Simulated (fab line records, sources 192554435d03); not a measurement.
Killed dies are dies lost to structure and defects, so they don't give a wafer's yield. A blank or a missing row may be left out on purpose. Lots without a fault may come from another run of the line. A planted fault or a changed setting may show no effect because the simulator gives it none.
Tool commonality check | flow n5_finfet | 9 lots, 27 wafers sampled

WHY IT WAS OPENED
At N5_BEOL_M4_RC_MEAS_101 the reading CJ_N is flagged on 2 of 9 lots. Wafers without a fault read 4.34, standard deviation 0.07.
Rule: a lot is flagged when every wafer of it that has a number lies more than 4 standard deviations from that mean, or none has a number. The other lots count as sound.

lot  | measured     | on        | CJ_N, wafer by wafer | flag
L397 | day 10 17:33 | prober-02 | 4.21 4.23 4.18       |
L400 | day 11 04:32 | prober-02 | 4.33 4.37 4.33       |
L406 | day 11 18:16 | prober-01 | 4.40 4.35 4.34       |
L407 | day 12 20:25 | prober-01 | 4.19 4.24 4.20       |
L403 | day 13 03:10 | prober-02 | 4.34 4.38 4.40       |
L410 | day 13 18:49 | prober-02 | 4.32 4.40 4.34       |
L409 | day 14 01:33 | prober-01 | 4.35 4.38 4.26       |
L411 | day 14 04:57 | prober-02 | 2.69 2.69 2.62       | FLAGGED
L413 | day 14 10:11 | prober-02 | 2.56 2.61 2.61       | FLAGGED
The numbers of the flagged lots are 2.63 on average: -1.71 against the usual, or -24 standard deviations.

WHICH TOOL RAN EACH LOT
The record holds 2 process steps before the reading, out of a route of 1938 steps. In each cell: the tool, then ch and the chambers that the sampled wafers went through, then the start.
lot  | flag    | N5_SD_EPI_N_SD_RECESS_17        | N5_BEOL_M4_SPUTTER_92
L397 |         | rie_si-05 ch 2,3, day 3 01:41   | pvd_sputter-02, day 10 15:57
L400 |         | rie_si-06 ch 0,2,3, day 3 21:08 | pvd_sputter-03, day 11 02:50
L406 |         | rie_si-05 ch 0,2, day 5 11:41   | pvd_sputter-03, day 11 16:42
L407 |         | rie_si-06 ch 2,3, day 5 15:24   | pvd_sputter-01, day 12 18:45
L403 |         | rie_si-05 ch 1,2,3, day 5 05:24 | pvd_sputter-01, day 13 01:38
L410 |         | rie_si-05 ch 0,2, day 6 07:50   | pvd_sputter-01, day 13 17:07
L409 |         | rie_si-05 ch 1,2,3, day 6 02:56 | pvd_sputter-02, day 13 23:42
L411 | FLAGGED | rie_si-05 ch 1,2,3, day 6 12:44 | pvd_sputter-01, day 14 03:05
L413 | FLAGGED | rie_si-05 ch 2,3, day 7 02:27   | pvd_sputter-01, day 14 08:34
What these steps do:
- N5_SD_EPI_N_SD_RECESS_17: chemistry HBr/Cl2/O2, target depth 41 nm, time 23.7 s, bt time 3 s.
- N5_BEOL_M4_SPUTTER_92: material Cu, target thk 4.5 nm, time 8.29 s.
- N5_BEOL_M4_RC_MEAS_101

FLAGGED OVER TOTAL, TOOL BY TOOL (the gauges that took the reading come last)
step                     | tool           | lots run | flagged | share of the flagged lots | sound lots run after its first flagged lot
N5_SD_EPI_N_SD_RECESS_17 | rie_si-05      | 7        | 2       | all                       | 0
N5_SD_EPI_N_SD_RECESS_17 | rie_si-06      | 2        | 0       | none                      | -
N5_BEOL_M4_SPUTTER_92    | pvd_sputter-01 | 5        | 2       | all                       | 0
N5_BEOL_M4_SPUTTER_92    | pvd_sputter-02 | 2        | 0       | none                      | -
N5_BEOL_M4_SPUTTER_92    | pvd_sputter-03 | 2        | 0       | none                      | -
N5_BEOL_M4_RC_MEAS_101   | prober-01      | 3        | 0       | none                      | -
N5_BEOL_M4_RC_MEAS_101   | prober-02      | 6        | 2       | all                       | 0

WHAT THE TABLE ALLOWS
3 rows of the table ran every flagged lot: rie_si-05 at N5_SD_EPI_N_SD_RECESS_17, pvd_sputter-01 at N5_BEOL_M4_SPUTTER_92, prober-02 at N5_BEOL_M4_RC_MEAS_101.
- rie_si-05 at N5_SD_EPI_N_SD_RECESS_17: 2 of its 7 lots flagged. Its last sound lot is L410 (day 6 07:50), its first flagged lot L411 (day 6 12:44): a fault that began between those two fits.
- pvd_sputter-01 at N5_BEOL_M4_SPUTTER_92: 2 of its 5 lots flagged. Its last sound lot is L410 (day 13 17:07), its first flagged lot L411 (day 14 03:05): a fault that began between those two fits.
- prober-02 at N5_BEOL_M4_RC_MEAS_101: 2 of its 6 lots flagged. Its last sound lot is L410 (day 13 18:49), its first flagged lot L411 (day 14 04:57): a fault that began between those two fits.
Counting lots can't tell these 3 tools apart, because each fits a fault that began at some hour. More lots, or a look at what each step does to the wafer, might.

WHAT THE SIMULATOR HAD PUT IN
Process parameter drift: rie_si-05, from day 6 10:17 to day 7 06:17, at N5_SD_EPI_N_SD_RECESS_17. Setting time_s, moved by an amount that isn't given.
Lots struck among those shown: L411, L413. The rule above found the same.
